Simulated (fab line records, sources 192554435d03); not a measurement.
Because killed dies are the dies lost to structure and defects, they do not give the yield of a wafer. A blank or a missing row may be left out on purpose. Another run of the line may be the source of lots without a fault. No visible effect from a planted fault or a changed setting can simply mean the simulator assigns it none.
Matching of chambers + flow n5 finfet + 4 sister chambers for N5_STI_FIN_REVEAL_CMP_04 on cmp-02
The step polishes, stops on Si3N4, t overpolish 4 s, target thk 131.83 nm. 4 wafers are shown with their chamber, then 9 later ones without.

== WAFERS WITH THEIR CHAMBER ==
| wafer  | chamber | motor current A (A) |
|--------|---------|---------------------|
| L081.3 | 0       | 9.3                 |
| L089.5 | 1       | 8.5                 |
| L091.5 | 3       | 7.7                 |
| L091.6 | 2       | 7.6                 |

== WAFERS WHOSE CHAMBER IS MISSING ==
| wafer  | motor current A (A) |
|--------|---------------------|
| L093.2 | 8.2                 |
| L093.4 | 7.3                 |
| L093.6 | 9.3                 |
| L094.2 | 9.0                 |
| L094.3 | 9.2                 |
| L094.5 | 8.9                 |
| L095.1 | 7.2                 |
| L095.4 | 9.2                 |
| L095.6 | 8.8                 |

== EACH ONE'S CHAMBER ==
| wafer  | from the rows above          | in truth |
|--------|------------------------------|----------|
| L093.2 | can't be placed: 1 or 3 or 2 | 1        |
| L093.4 | can't be placed: 2 or 3      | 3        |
| L093.6 | 0                            | 0        |
| L094.2 | can't be placed: 0 or 1      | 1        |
| L094.3 | 0                            | 0        |
| L094.5 | can't be placed: 0 or 1      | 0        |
| L095.1 | can't be placed: 2 or 3      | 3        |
| L095.4 | 0                            | 0        |
| L095.6 | can't be placed: 1 or 0      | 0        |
Correct placement for 3 of the 9. Not placeable from these rows: 6 (in 6, the candidates include the true chamber). Placed wrongly: 0.
How it was worked out, from the rows above alone: a wafer's distance from a chamber is the root of the sum, over the readings, of the square of ((its reading less the chamber's mean) divided by the reading's scatter). If the next closest chamber is less than 2 further off than the closest, the wafer can't be placed; otherwise it belongs to the closest. The mean given for a chamber averages the wafers shown for that chamber. The scatter (one wafer shown for each chamber): square how far every hidden wafer sits from the nearest shown wafer, average those squares and take the square root.
